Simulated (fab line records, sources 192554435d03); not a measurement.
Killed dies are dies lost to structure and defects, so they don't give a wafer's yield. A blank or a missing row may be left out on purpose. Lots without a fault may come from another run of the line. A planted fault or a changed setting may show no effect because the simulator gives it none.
Which tool did it? | flow n5_finfet | 12 lots, 36 wafers sampled, at 2 steps of a route of 1938

WHAT THE GAUGES READ, wafer by wafer
N5_BEOL_M9_CD_MEAS_35: target cd 70 nm, target cd y 40 nm.
lot  | measured     | on        | cd_nm (nm)
L077 | day 10 04:58 | cd_sem-03 | 70.0 70.2 69.5
L076 | day 10 06:44 | cd_sem-02 | 71.0 71.7 70.9
L078 | day 10 19:12 | cd_sem-03 | 70.3 69.8 71.2
L081 | day 11 06:14 | cd_sem-01 | 70.4 69.1 69.2
L083 | day 11 11:57 | cd_sem-03 | 69.5 69.6 69.8
L085 | day 12 13:31 | cd_sem-01 | 71.4 69.8 69.9
L087 | day 13 12:35 | cd_sem-02 | 69.4 69.7 69.1
L088 | day 13 19:20 | cd_sem-01 | 68.5 68.9 70.4
L091 | day 14 05:09 | cd_sem-02 | 70.2 69.0 70.3
L094 | day 14 19:22 | cd_sem-01 | 71.0 70.4 68.9
L095 | day 15 02:10 | cd_sem-01 | 70.1 70.6 69.6
L097 | day 15 15:36 | cd_sem-01 | 70.3 70.0 70.9

WHICH TOOL RAN EACH LOT (tool, then ch and the chambers of the sampled wafers, then the start)
lot  | N5_BEOL_M9_ETCH_41
L077 | rie_diel-04 ch 0,2,3, day 10 04:58 or earlier
L076 | rie_diel-03 ch 0,2, day 10 06:44 or earlier
L078 | rie_diel-04 ch 1,3, day 10 19:12 or earlier
L081 | rie_diel-04 ch 1,2,3, day 11 06:14 or earlier
L083 | rie_diel-01 ch 1,2, day 11 11:57 or earlier
L085 | rie_diel-03 ch 0,1,2, day 12 13:31 or earlier
L087 | rie_diel-04 ch 0,2, day 13 12:35 or earlier
L088 | rie_diel-03 ch 0,2,3, day 13 19:20 or earlier
L091 | rie_diel-04 ch 0,2,3, day 14 05:09 or earlier
L094 | rie_diel-04 ch 0,1, day 14 19:22 or earlier
L095 | rie_diel-04 ch 0,1, day 15 02:10 or earlier
L097 | rie_diel-04 ch 0,1,2, day 15 15:36 or earlier
- N5_BEOL_M9_ETCH_41: etches SiCN in CH3F/O2, target depth 36.6 nm, time 70.1 s.

THE ANSWER, worked out from the rows above alone
Rule: what is usual is taken from the lots themselves. Put in order of their means at a reading, lots are off if they are a third of the lots or fewer, leave a main group of 4 or more, and stand apart from it by a gap of 3 or more times the standard deviation of the main group's means; of several such gaps the widest counts. A main group whose means are all the same, to the digits that the tables above print for the reading, isn't used. A lot without any number at a reading at which 4 lots or more have one is off too. The other lots that the step has rows for count as sound.
No lot is off at any reading shown: from this, nothing can be told.

WHAT THE SIMULATOR HAD PUT IN
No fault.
